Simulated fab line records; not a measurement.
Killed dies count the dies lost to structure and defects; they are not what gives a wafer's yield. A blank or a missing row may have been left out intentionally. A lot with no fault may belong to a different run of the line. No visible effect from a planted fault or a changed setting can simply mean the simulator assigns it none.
Split-lot trial ; flow n5_finfet ; 7 lots, 21 wafers read, on a route of 1938 steps

== ABOUT THE SPLIT ==
At N5_BEOL_M2_TRENCH_ETCH_37 (etches SiOC in C4F6/O2, target depth 55.555 nm, time 29.2 s), the setting source_w was moved away from the recipe's 355 W on 7 of the 21 wafers read, by -17.2% to +13.3%. For the rest of the wafers, this setting stayed at what the recipe calls for.

== FROM THE SPLIT TO THE READING: what the file shows between them, 2 steps ==
- N5_BEOL_M2_ETCH_41: etches SiCN in CH3F/O2, target depth 29.9 nm, time 52.5 s
- N5_BEOL_M2_STRIP_97: strips in N2/H2, time 10 s

== THE READING ==
trench_depth_nm, in nm, at N5_BEOL_M2_OCD_MEAS_38. Fault-free wafers of this fab line usually give 55.7 nm, standard deviation 0.83 nm.

wafer;tool, chamber at the split;source_w as run, W;against the recipe;trench_depth_nm, nm;against lot-mates on the recipe
L077.1;rie_diel-06, 0;355;recipe;54.9;-
L077.2;rie_diel-06, 3;402.1;+13.3%;59.1;+3.1
L077.4;rie_diel-06, 1;355;recipe;57.0;-
L082.1;rie_diel-03, 1;303.7;-14.5%;53.4;-2.8
L082.4;rie_diel-03, 2;355;recipe;56.2;-
L082.5;rie_diel-03, 1;303.7;-14.5%;53.2;-3.0
L085.1;rie_diel-05, 2;314.7;-11.4%;54.0;-0.4
L085.3;rie_diel-05, 0;314.7;-11.4%;52.3;-2.1
L085.4;rie_diel-05, 1;355;recipe;54.4;-
L086.2;rie_diel-03, 2;355;recipe;54.8;-
L086.5;rie_diel-03, 1;355;recipe;55.6;-
L086.6;rie_diel-03, 2;355;recipe;54.9;-
L089.1;rie_diel-05, 2;355;recipe;55.7;-
L089.3;rie_diel-05, 3;355;recipe;56.1;-
L089.4;rie_diel-05, 0;355;recipe;55.3;-
L092.2;rie_diel-03, 2;293.9;-17.2%;51.2;-5.0
L092.4;rie_diel-03, 1;355;recipe;56.2;-
L092.6;rie_diel-03, 3;293.9;-17.2%;51.2;-5.0
L094.3;rie_diel-06, 3;355;recipe;55.3;-
L094.5;rie_diel-06, 2;355;recipe;56.7;-
L094.6;rie_diel-06, 1;355;recipe;56.7;-

THE FIT
A straight line over all 21 wafers: trench_depth_nm changes by +0.23 nm for each +1% of source_w; r = +0.91; the points scatter about the line by 0.8 nm.
The same after taking each lot's own level away (the mean of its wafers on the recipe; 21 wafers): +0.23 nm for each +1%; r = +0.92; scatter 0.79 nm.
Per that fit: largest source_w move, reading shift of 4 nm.
From 54.40 to 56.23 nm: that is the span of the lots' own levels, equal to 2.2 times the standard deviation above.
Consequently the slope shifts little with the lot-to-lot level, the two slopes agreeing.
Check: with one of the wafers moved furthest among these (-17.2%) left out of the fit, the line predicts -3.59 nm for it against its lot-mates. Against them it came out at -5 nm.
Tool readings at the split's step, against how far the setting was moved: rf_vpp_V r = -0.97.

== OTHER SPLITS APPLIED TO THESE WAFERS ==
Other splits were also applied to these wafers ahead of the reading. Each is held against what the fit with the lots' levels taken away leaves over:
other split on the same wafers;wafers away from the commonest value;r with trench_depth_nm (lot level and that fit taken away)
N5_BEOL_M1_TRENCH_ETCH_37 source_w;7;+0.16
N5_BEOL_M2_COAT_67 spin_rpm;3;+0.33
N5_BEOL_M2_COAT_76 spin_rpm;7;-0.31

== THE WHOLE CHAIN: every reading that the file lists as answering this split, in the file's order ==
step;what it does;reading;change (the file's fit);r (the file's)
N5_BEOL_M2_TRENCH_ETCH_37;etches SiOC in C4F6/O2, target depth 55.555 nm, time 29.2 s;rf_vpp_V;-3.44 V for each +1% of the setting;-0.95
N5_BEOL_M2_TRENCH_ETCH_37;etches SiOC in C4F6/O2, target depth 55.555 nm, time 29.2 s;BEOL_M2.feature_depth_nm (the simulator's own value, which no gauge read);+0.208 nm for each +1% of the setting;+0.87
N5_BEOL_M2_TRENCH_ETCH_37;etches SiOC in C4F6/O2, target depth 55.555 nm, time 29.2 s;etch.depth_nm (the simulator's own value, which no gauge read);+0.207 nm for each +1% of the setting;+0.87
N5_BEOL_M2_OCD_MEAS_38;;trench_depth_nm;+0.227 nm for each +1% of the setting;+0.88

== FILE'S OWN FIT ==
trench_depth_nm changes by +0.227 nm for each +1% of source_w, r = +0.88.
